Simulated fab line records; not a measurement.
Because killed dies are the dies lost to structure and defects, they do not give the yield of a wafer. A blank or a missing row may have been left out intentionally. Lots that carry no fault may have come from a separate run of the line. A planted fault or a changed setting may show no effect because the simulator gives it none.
fab line records ; flow n5Finfet
record: lots: 6; wafers: 18; lastDay: 16
route steps=1938 shown PASSIVATION@1903
lots that met no fault: taken from a fault-free run of the same line
startH: hours from the record's opening day to when the first of the lot's shown wafers began ; waitH: hours from the lot's prior step to this one ; " as in the row above ; L1.1+2: a row that stands for several wafers ; - no value, or no start given ; * or withheld: withheld ; < > ~ a bound
route shown NAME@n: a module of which the file shows steps, and the number in the route of the first ; usual: average and standard deviation across the fault-free wafers ; same: alike in all rows ; chamber/n: place in a boat ; sites: the reading at each site ; _std_site: their standard deviation ; _edge_site: mean of outer sites minus mean of inner sites ; radiusMm: for every site, how far away it sits from the centre of the wafer ; mask NAME#n: copy n ; behind: the tool/chamber that last shaped the wafer ; hold: reason for holding the lot/hours on hold/outcome of the hold ; device: the n, p or np transistor that did not switch ; end of line: tests of these same wafers at the route's end ; where a step has no rows: the recipe by itself ; killed: at the first sort, the dies lost to defects and structure; wafer yield is something else ; map: dies across one wafer; x = killed, . = not, _ = none there
set.NAME: the setting that was run; set.NAME@STEP: the one run at that earlier step ; model.NAME: the simulator's own value behind a step, which no gauge read
certain route steps with their lots: each step a table, each wafer a row
services: from which hour (startH, from the record's first day; less than 0 if before it) a tool's chamber was out of use, for how many hours, and why
== steps ==
step: N5_PASSIVATION_DEVELOP_29
recipe: developTimeS: 60; rinseLiquid: diw; dry: airSpin; devTempC: 21
step: N5_PASSIVATION_HARDBAKE_31
recipe: tempC: 130; timeS: 120
step: N5_PASSIVATION_CD_MEAS_30
recipe: targetCdNm: 4000; landingEnergyEv: 500; detector: seInlens; polarity: opening
usual: cdNm: 3999.4/1.2
lot.wafer;tool;chamber;startH;waitH;cdNm
L522.1;cdSem-02;0;286.22;-;3998.8
L522.2;cdSem-02;0;286.22;-;3999.3
L522.4;cdSem-02;0;286.22;-;3998.8
L528.1;cdSem-02;0;310.80;-;4000.7
L528.4;cdSem-02;0;310.80;-;3998.7
L528.6;cdSem-02;0;310.80;-;4000.6
L529.2;cdSem-03;0;314.77;-;4001.2
L529.4;cdSem-03;0;314.77;-;4001.2
L529.5;cdSem-03;0;314.77;-;4000.9
L538.3;cdSem-02;0;356.74;-;3996.9
L538.4;cdSem-02;0;356.74;-;3999.7
L538.5;cdSem-02;0;356.74;-;3998.7
L539.4;cdSem-01;0;376.94;-;3999.1
L539.5;cdSem-01;0;376.94;-;3999.6
L539.6;cdSem-01;0;376.94;-;4000.0
L543.1;cdSem-03;0;383.71;-;3999.9
L543.4;cdSem-03;0;383.71;-;3998.4
L543.6;cdSem-03;0;383.71;-;3999.5
step: N5_PASSIVATION_OVL_MEAS_63
recipe: pointsPerWafer: 44
usual: PAD_OVL: 4/5.4
lot.wafer;tool;chamber;startH;waitH;PAD_OVL[nm]
L522.1;overlay-02;0;286.25;0.0;-3
L522.2;overlay-02;0;286.25;0.0;12
L522.4;overlay-02;0;286.25;0.0;2
L528.1;overlay-01;0;310.83;0.0;4
L528.4;overlay-01;0;310.83;0.0;2
L528.6;overlay-01;0;310.83;0.0;-6
L529.2;overlay-01;0;314.80;0.0;10
L529.4;overlay-01;0;314.80;0.0;9
L529.5;overlay-01;0;314.80;0.0;15
L538.3;overlay-01;0;356.77;0.0;2
L538.4;overlay-01;0;356.77;0.0;9
L538.5;overlay-01;0;356.77;0.0;4
L539.4;overlay-02;0;376.97;0.0;4
L539.5;overlay-02;0;376.97;0.0;4
L539.6;overlay-02;0;376.97;0.0;6
L543.1;overlay-01;0;383.74;0.0;11
L543.4;overlay-01;0;383.74;0.0;1
L543.6;overlay-01;0;383.74;0.0;6
step: N5_PASSIVATION_INSPECT_64
recipe: mode: adi; inspectInstrument: macro
usual: rawDefectCount: 1.9/1.4
lot.wafer;tool;chamber;startH;waitH;rawDefectCount
L522.1;defectInspect-01;-;286.27;0.0;0
L522.2;defectInspect-01;-;286.27;0.0;3
L522.4;defectInspect-01;-;286.27;0.0;2
L528.1;defectInspect-02;-;310.86;0.0;3
L528.4;defectInspect-02;-;310.86;0.0;1
L528.6;defectInspect-02;-;310.86;0.0;2
L529.2;defectInspect-02;-;314.82;0.0;0
L529.4;defectInspect-02;-;314.82;0.0;1
L529.5;defectInspect-02;-;314.82;0.0;1
L538.3;defectInspect-01;-;356.80;0.0;0
L538.4;defectInspect-01;-;356.80;0.0;0
L538.5;defectInspect-01;-;356.80;0.0;0
L539.4;defectInspect-01;-;376.99;0.0;3
L539.5;defectInspect-01;-;376.99;0.0;4
L539.6;defectInspect-01;-;376.99;0.0;0
L543.1;defectInspect-01;-;383.77;0.0;1
L543.4;defectInspect-01;-;383.77;0.0;3
L543.6;defectInspect-01;-;383.77;0.0;5
step: N5_PASSIVATION_DESCUM_32
recipe: chemistry: O2; timeS: 7.9; sourcePowerW: 50; biasPowerW: 20; pressureMtorr: 20; rfFrequencyHz: 2.712e+07; tempC: 40; o2FlowSccm: 225
usual: drypumpMotorCurrentA: 5.8/0.47; oesProductAu: 0.81/0.089; rfVppV: 243.4/1.3; showerheadPlenumPTorr: 2.10/0.075; throttleValvePct: 20.27/0.19
lot.wafer;tool;chamber;startH;waitH;drypumpMotorCurrentA;oesProductAu;rfHoursCounterH;rfVppV;showerheadPlenumPTorr;throttleValvePct
L522.1;rieDiel-05;1;286.38;0.1;6.2;0.89;26;243.2;2.04;20.17
L522.2;rieDiel-05;2;286.38;0.1;6.3;0.68;233;243.9;2.07;20.61
L522.4;rieDiel-05;3;286.38;0.1;5.4;0.69;230;242.1;2.06;20.59
L528.1;rieDiel-05;0;310.92;0.1;5.2;0.93;9;244.2;2.15;20.21
L528.4;rieDiel-05;2;310.92;0.1;6.3;0.67;242;243.8;2.06;20.64
L528.6;rieDiel-05;0;310.92;0.1;5.2;0.93;-;242.9;2.15;20.21
L529.2;rieDiel-03;3;314.85;0.0;6.3;0.74;174;241.9;2.00;20.37
L529.4;rieDiel-03;1;314.85;0.0;5.7;0.75;148;244.0;2.18;20.13
L529.5;rieDiel-03;2;314.85;0.0;6.6;0.67;-;243.6;2.14;20.78
L538.3;rieDiel-01;2;356.83;0.0;5.4;0.76;141;243.7;2.20;20.32
L538.4;rieDiel-01;0;356.83;0.0;5.5;0.85;58;244.7;2.12;19.87
L538.5;rieDiel-01;0;356.83;0.0;5.5;0.85;-;242.7;2.12;19.89
L539.4;rieDiel-03;0;377.02;0.0;6.3;0.81;98;242.0;2.03;20.43
L539.5;rieDiel-03;3;377.02;0.0;6.3;0.72;-;242.3;1.99;20.42
L539.6;rieDiel-03;2;377.02;0.0;6.6;0.92;-;244.6;2.13;20.37
L543.1;rieDiel-05;1;383.81;0.0;6.2;0.84;64;241.5;2.03;20.24
L543.4;rieDiel-05;2;383.81;0.0;6.3;0.92;11;242.1;2.06;20.30
L543.6;rieDiel-05;1;383.81;0.0;6.2;0.84;-;244.0;2.03;20.25
step: N5_PASSIVATION_AL_ETCH_33
recipe: chemistry: Cl2/BCl3; targetDepthA: 28000; overEtchFrac: 0.15; Cl2_flow_sccm: 180; bcl3FlowSccm: 60; target: Al; stopOn: TaN; timeS: 466.7; ionEnergyEv: 100; pressureMtorr: 10; icpW: 900; biasW: 100
usual: drypumpMotorCurrentA: 5.8/0.44; oesProductAu: 0.68/0.056; throttleValvePct: 34.15/0.085
same: overEtchFrac: 0.15
lot.wafer;tool;chamber;startH;waitH;drypumpMotorCurrentA;oesProductAu;rfHoursCounterH;throttleValvePct
L522.1;rieMetal-01;0;286.47;0.1;6.6;0.71;32;34.22
L522.2;rieMetal-01;1;286.47;0.1;5.8;0.66;70;34.06
L522.4;rieMetal-01;1;286.47;0.1;5.9;0.66;-;34.02
L528.1;rieMetal-01;0;311.01;0.1;6.6;0.70;35;34.24
L528.4;rieMetal-01;1;311.01;0.1;5.8;0.65;-;34.06
L528.6;rieMetal-01;0;311.01;0.1;6.6;0.70;-;34.24
L529.2;rieMetal-03;1;314.94;0.1;5.6;0.61;85;34.09
L529.4;rieMetal-03;0;314.94;0.1;5.2;0.74;-;34.18
L529.5;rieMetal-03;1;314.94;0.1;5.7;0.61;-;34.10
L538.3;rieMetal-01;0;357.05;0.2;6.6;0.70;-;34.25
L538.4;rieMetal-01;1;357.05;0.2;5.8;0.64;-;34.07
L538.5;rieMetal-01;1;357.05;0.2;5.8;0.64;-;34.05
L539.4;rieMetal-02;0;377.24;0.2;5.9;0.75;-;34.06
L539.5;rieMetal-02;1;377.24;0.2;5.5;0.61;-;34.27
L539.6;rieMetal-02;0;377.24;0.2;5.9;0.75;-;34.05
L543.1;rieMetal-02;1;383.91;0.1;5.5;0.61;83;34.28
L543.4;rieMetal-02;0;383.91;0.1;6.0;0.73;-;34.07
L543.6;rieMetal-02;0;383.91;0.1;5.9;0.74;-;34.08
step: N5_PASSIVATION_ETCH_59
recipe: chemistry: Cl2/BCl3; target: TaN; targetDepthA: 650; timeS: 34.9; ionEnergyEv: 100; pressureMtorr: 10; icpW: 900; biasW: 100; Cl2_flow_sccm: 60; bcl3FlowSccm: 30
usual: drypumpMotorCurrentA: 5.8/0.44; oesProductAu: 0.75/0.066; throttleValvePct: 21.04/0.091
lot.wafer;tool;chamber;startH;waitH;drypumpMotorCurrentA;oesProductAu;rfHoursCounterH;throttleValvePct
L522.1;rieMetal-01;0;286.87;0.3;6.6;0.80;32;21.08
L522.2;rieMetal-01;1;286.87;0.3;5.8;0.71;71;20.98
L522.4;rieMetal-01;1;286.87;0.3;5.8;0.71;-;20.97
L528.1;rieMetal-01;0;311.41;0.3;6.6;0.79;35;21.06
L528.4;rieMetal-01;1;311.41;0.3;5.8;0.71;-;21.00
L528.6;rieMetal-01;0;311.41;0.3;6.6;0.80;-;21.07
L529.2;rieMetal-03;1;315.34;0.3;5.7;0.68;86;21.04
L529.4;rieMetal-03;0;315.34;0.3;5.2;0.83;-;21.01
L529.5;rieMetal-03;1;315.34;0.3;5.7;0.68;-;21.06
L538.3;rieMetal-01;0;357.35;0.2;6.6;0.77;-;21.10
L538.4;rieMetal-01;1;357.35;0.2;5.9;0.70;-;20.98
L538.5;rieMetal-01;1;357.35;0.2;5.8;0.69;-;21.03
L539.4;rieMetal-02;0;377.54;0.2;5.9;0.83;-;20.85
L539.5;rieMetal-02;1;377.54;0.2;5.5;0.68;-;21.18
L539.6;rieMetal-02;0;377.54;0.2;5.9;0.84;-;20.85
L543.1;rieMetal-02;1;384.31;0.3;5.5;0.68;83;21.18
L543.4;rieMetal-02;0;384.31;0.3;5.9;0.83;-;20.85
L543.6;rieMetal-02;0;384.31;0.3;5.9;0.83;-;20.85
step: N5_PASSIVATION_STRIP_34
recipe: chemistry: O2; powerW: 600; tempC: 60; pressureMtorr: 30; rfFrequencyHz: 6e+07; biasPowerW: 0; overashFraction: 2; o2FlowSccm: 225
usual: drypumpMotorCurrentA: 5.8/0.48; oesProductAu: 0.81/0.09; rfVppV: 3.7/1.5; showerheadPlenumPTorr: 2.10/0.072; throttleValvePct: 16.53/0.2
lot.wafer;tool;chamber;startH;waitH;drypumpMotorCurrentA;oesProductAu;rfHoursCounterH;rfVppV;showerheadPlenumPTorr;throttleValvePct
L522.1;rieDiel-05;3;286.99;0.1;5.3;0.70;230;0.9;2.06;16.85
L522.2;rieDiel-05;2;286.99;0.1;6.3;0.70;233;2.3;2.07;16.83
L522.4;rieDiel-05;1;286.99;0.1;6.2;0.93;26;2.8;2.05;16.34
L528.1;rieDiel-05;2;311.53;0.1;6.3;0.68;242;1.9;2.07;16.90
L528.4;rieDiel-05;1;311.53;0.1;6.1;0.86;34;5.9;2.04;16.44
L528.6;rieDiel-05;1;311.53;0.1;6.2;0.89;-;4.7;2.04;16.44
L529.2;rieDiel-01;0;315.46;0.1;5.5;0.87;44;2.5;2.13;16.23
L529.4;rieDiel-01;1;315.46;0.1;6.1;0.67;241;0.9;1.98;16.68
L529.5;rieDiel-01;0;315.46;0.1;5.5;0.89;-;3.0;2.13;16.08
L538.3;rieDiel-01;2;357.43;0.1;5.4;0.77;141;4.0;2.20;16.58
L538.4;rieDiel-01;3;357.43;0.1;5.1;0.74;132;7.2;2.19;16.48
L538.5;rieDiel-01;0;357.43;0.1;5.5;0.85;-;1.8;2.13;16.15
L539.4;rieDiel-05;1;377.63;0.1;6.2;0.85;62;2.2;2.03;16.45
L539.5;rieDiel-05;1;377.63;0.1;6.1;0.83;-;4.8;2.03;16.47
L539.6;rieDiel-05;2;377.63;0.1;6.3;0.93;-;1.6;2.06;16.47
L543.1;rieDiel-05;3;384.43;0.1;5.4;0.92;4;3.8;2.05;16.45
L543.4;rieDiel-05;0;384.43;0.1;5.2;0.85;40;5.5;2.14;16.49
L543.6;rieDiel-05;1;384.43;0.1;6.2;0.85;-;3.6;2.03;16.48
step: N5_PASSIVATION_STRIP_51
recipe: chemistry: postEtchResidueRemover; timeS: 1200; tempC: 72.5
step: N5_PASSIVATION_CLEAN_69
recipe: chemistry: IPA; timeS: 180; tempC: 25
step: N5_PASSIVATION_SRD_70
recipe: dry: ipaMarangoni; timeS: 30; tempC: 23; rinseLiquid: diw
step: N5_PASSIVATION_PECVD_53
recipe: material: SiO2; targetThkA: 8000; tempC: 400; precursor: TEOS/O2; pressureTorr: 6.5; rfW: withheld; teosFlowSccm: withheld; gas: O2; flowSccm: 2650; timeS: 169.4
usual: susceptorTempC: 399.99/0.22
lot.wafer;tool;chamber;startH;waitH;susceptorTempC;model.SiO2_of_PASSIVATION_PECVD_53.thkNm
L522.1;pecvd-04;1;287.49;0.0;400.32;801.6
L522.2;pecvd-04;0;287.49;0.0;399.47;804.8
L522.4;pecvd-04;2;287.49;0.0;400.07;816.2
L528.1;pecvd-03;2;312.03;0.0;399.75;786.8
L528.4;pecvd-03;1;312.03;0.0;429.30;654.4
L528.6;pecvd-03;0;312.03;0.0;400.06;806.2
L529.2;pecvd-03;2;315.96;0.0;399.93;790.6
L529.4;pecvd-03;2;315.96;0.0;399.95;795.2
L529.5;pecvd-03;1;315.96;0.0;429.45;656.4
L538.3;pecvd-04;2;357.94;0.0;400.28;800.6
L538.4;pecvd-04;0;357.94;0.0;400.08;809.6
L538.5;pecvd-04;2;357.94;0.0;400.51;813.6
L539.4;pecvd-04;2;378.22;0.1;399.75;828.4
L539.5;pecvd-04;1;378.22;0.1;400.07;820.4
L539.6;pecvd-04;0;378.22;0.1;400.60;816
L543.1;pecvd-03;0;384.93;0.0;399.90;796.6
L543.4;pecvd-03;0;384.93;0.0;400.06;797.4
L543.6;pecvd-03;1;384.93;0.0;399.96;811.2
step: N5_PASSIVATION_PECVD_35
recipe: material: SiNx; targetThkA: 7000; tempC: 400; precursor: SiH4/NH3/N2; pressureTorr: 4.9; rfW: 1406; timeS: 151.3
usual: heaterPowerW: 408/83; showerheadPlenumPTorr: 8.68/0.12; susceptorTempC: 399.98/0.23; throttleValvePct: 29.1/1.6
lot.wafer;tool;chamber;startH;waitH;heaterPowerW;showerheadPlenumPTorr;susceptorTempC;throttleValvePct
L522.1;pecvd-04;1;287.60;0.1;468;8.69;399.85;31.2
L522.2;pecvd-04;0;287.60;0.1;361;8.70;400.14;29.1
L522.4;pecvd-04;2;287.60;0.1;494;8.78;400.10;27.3
L528.1;pecvd-03;2;312.14;0.1;353;8.73;400.12;27.5
L528.4;pecvd-03;1;312.14;0.1;372;8.59;399.83;27.4
L528.6;pecvd-03;0;312.14;0.1;490;8.78;399.96;30.4
L529.2;pecvd-03;2;316.07;0.1;466;8.72;399.87;27.4
L529.4;pecvd-03;2;316.07;0.1;317;8.71;399.79;27.7
L529.5;pecvd-03;1;316.07;0.1;299;8.61;400.13;27.5
L538.3;pecvd-04;2;358.05;0.1;490;8.77;400.01;27.5
L538.4;pecvd-04;0;358.05;0.1;308;8.67;400.05;29.3
L538.5;pecvd-04;2;358.05;0.1;324;8.80;400.19;27.1
L539.4;pecvd-04;2;378.33;0.1;466;8.80;400.12;27.2
L539.5;pecvd-04;1;378.33;0.1;530;8.64;400.03;31.2
L539.6;pecvd-04;0;378.33;0.1;353;8.70;400.02;29.1
L543.1;pecvd-03;0;385.09;0.1;531;8.80;400.34;30.7
L543.4;pecvd-03;0;385.09;0.1;553;8.77;399.97;30.5
L543.6;pecvd-03;1;385.09;0.1;245;8.59;399.85;27.2
== services ==
tool;chamber;startH;hours;kind
pecvd-04;0;290.32;5.5;scheduledDown
pecvd-03;-;292.21;0.6;repair
rieDiel-01;1;300.08;2.1;repair
rieDiel-03;-;306.71;2.8;pm
pecvd-04;0;306.89;23.2;repair
rieDiel-03;2;315.09;11.2;repair
pecvd-04;-;319.62;0.5;repair
rieDiel-05;3;331.50;3.1;repair
rieDiel-05;2;334.65;-;clean
rieDiel-05;2;334.65;-;consumableReplace:focusRing
rieDiel-05;2;334.65;20.5;scheduledDown
rieDiel-05;2;334.65;20.5;ventCycle
rieDiel-01;1;337.69;-;clean
rieDiel-01;1;337.69;-;consumableReplace:focusRing
rieDiel-01;1;337.69;-;consumableReplace:showerhead
rieDiel-01;1;337.69;13.0;scheduledDown
rieDiel-01;1;337.69;13.0;ventCycle
rieDiel-01;0;338.64;8.2;repair
pecvd-03;2;351.28;5.5;repair
rieDiel-05;3;355.31;-;clean
rieDiel-05;3;355.31;-;consumableReplace:focusRing
rieDiel-05;3;355.31;16.4;scheduledDown
rieDiel-05;3;355.31;16.4;ventCycle
pecvd-04;0;383.74;2.1;scheduledDown
== key ==
firstSign: step: N5_PASSIVATION_PECVD_53; reading: susceptorTempC; direction: up; sigmas: 99+; usual: *; struck: *
effect none on later readings
modelEffect: step: N5_PASSIVATION_PECVD_53; value: SiO2_of_PASSIVATION_PECVD_53.thkNm; without: 814.5; struck: 655.4
metAt N5_PASSIVATION_PECVD_53
struckWafers L528.4,L529.5
fault: kind: processParameterDrift; tool: pecvd-03; chamber: 1; onsetH: 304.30; steps: N5_PASSIVATION_PECVD_53; channel: tempC; offset: *; shape: step; endH: 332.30; actsIn: *; stated: *
